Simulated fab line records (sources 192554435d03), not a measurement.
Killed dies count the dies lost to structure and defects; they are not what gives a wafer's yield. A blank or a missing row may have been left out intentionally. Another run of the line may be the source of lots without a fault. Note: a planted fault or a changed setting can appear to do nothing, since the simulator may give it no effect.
Matching of chambers :: flow n5_finfet :: N5_SPACER0_ALD_08 on ald_sin-04: 4 sister chambers
The step deposits SiNx, target thk 2 nm. 8 wafers are shown with their chamber, then 7 later ones without.

EACH WAFER AND ITS CHAMBER
wafer: L423.2
chamber: 1
heater_power_w (W): 880

wafer: L424.4
chamber: 1
heater_power_w (W): 843

wafer: L428.6
chamber: 3
heater_power_w (W): 775

wafer: L430.1
chamber: 0
heater_power_w (W): 869

wafer: L430.2
chamber: 2
heater_power_w (W): 724

wafer: L430.5
chamber: 2
heater_power_w (W): 694

wafer: L432.1
chamber: 0
heater_power_w (W): 895

wafer: L432.2
chamber: 3
heater_power_w (W): 767

WAFERS MISSING THEIR CHAMBER
wafer: L432.5
heater_power_w (W): 796

wafer: L434.2
heater_power_w (W): 879

wafer: L434.4
heater_power_w (W): 775

wafer: L434.6
heater_power_w (W): 835

wafer: L436.1
heater_power_w (W): 840

wafer: L436.2
heater_power_w (W): 709

wafer: L436.6
heater_power_w (W): 717

CHAMBER TAKEN BY EACH
wafer: L432.5
from the rows above: 3
in truth: 3

wafer: L434.2
from the rows above: can't be placed: 0 or 1
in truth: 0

wafer: L434.4
from the rows above: 3
in truth: 3

wafer: L434.6
from the rows above: can't be placed: 1 or 0 or 3
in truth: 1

wafer: L436.1
from the rows above: can't be placed: 1 or 0
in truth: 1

wafer: L436.2
from the rows above: 2
in truth: 2

wafer: L436.6
from the rows above: 2
in truth: 2
Correct placement for 4 of the 7. From these rows, 3 cannot be placed; in 3 the true chamber is one of the candidates. Number placed wrongly: 0.
How it was worked out, from the rows above alone: a wafer's distance from a chamber is the root of the sum, over the readings, of the square of ((its reading less the chamber's mean) divided by the reading's scatter). The wafer belongs to the nearest chamber; if the next one is less than 2 further off, it can't be placed. The mean given for a chamber averages the wafers shown for that chamber. The scatter is the square root of a quotient: the sum, over the shown wafers, of each reading's squared deviation from its chamber's mean, divided by wafers minus chambers.
